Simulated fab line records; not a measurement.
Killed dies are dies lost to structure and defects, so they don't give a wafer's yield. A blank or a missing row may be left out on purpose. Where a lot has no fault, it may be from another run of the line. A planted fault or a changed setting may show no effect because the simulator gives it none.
Chamber matching	flow n5Finfet	N5_BEOL_M1_ETCH_64 on rieDiel-06 has 4 sister chambers
The step etches SOC in N2/H2, target depth 75 nm, overetch 15 nm, time 112.5 s. 4 wafers are shown with their chamber, then 7 later ones without.

## WAFERS, EACH WITH ITS CHAMBER
wafer	chamber	drypumpMotorCurrentA (A)
L090.2	3	5.3
L090.4	1	5.9
L092.2	0	5.8
L092.5	2	5.2

## WAFERS WHOSE CHAMBER IS MISSING
wafer	drypumpMotorCurrentA (A)
L092.6	5.9
L093.1	5.7
L093.2	5.9
L093.3	5.2
L097.4	5.9
L097.5	5.2
L097.6	5.3

## CHAMBER TAKEN BY EACH
wafer	from the rows above	in truth
L092.6	1	1
L093.1	0	0
L093.2	1	1
L093.3	2	2
L097.4	1	1
L097.5	2	2
L097.6	3	3
7 of 7 placed correctly. Not placeable from these rows: 0. 0 placed wrongly.
How it was worked out, from the rows above alone: a wafer's distance from a chamber is the root of the sum, over the readings, of the square of ((its reading less the chamber's mean) divided by the reading's scatter). The wafer belongs to the nearest chamber; if the next one is less than 2 further off, it can't be placed. For every chamber, the mean is computed from those of its wafers that are shown. The scatter (one wafer shown for each chamber): square how far every hidden wafer sits from the nearest shown wafer, average those squares and take the square root.
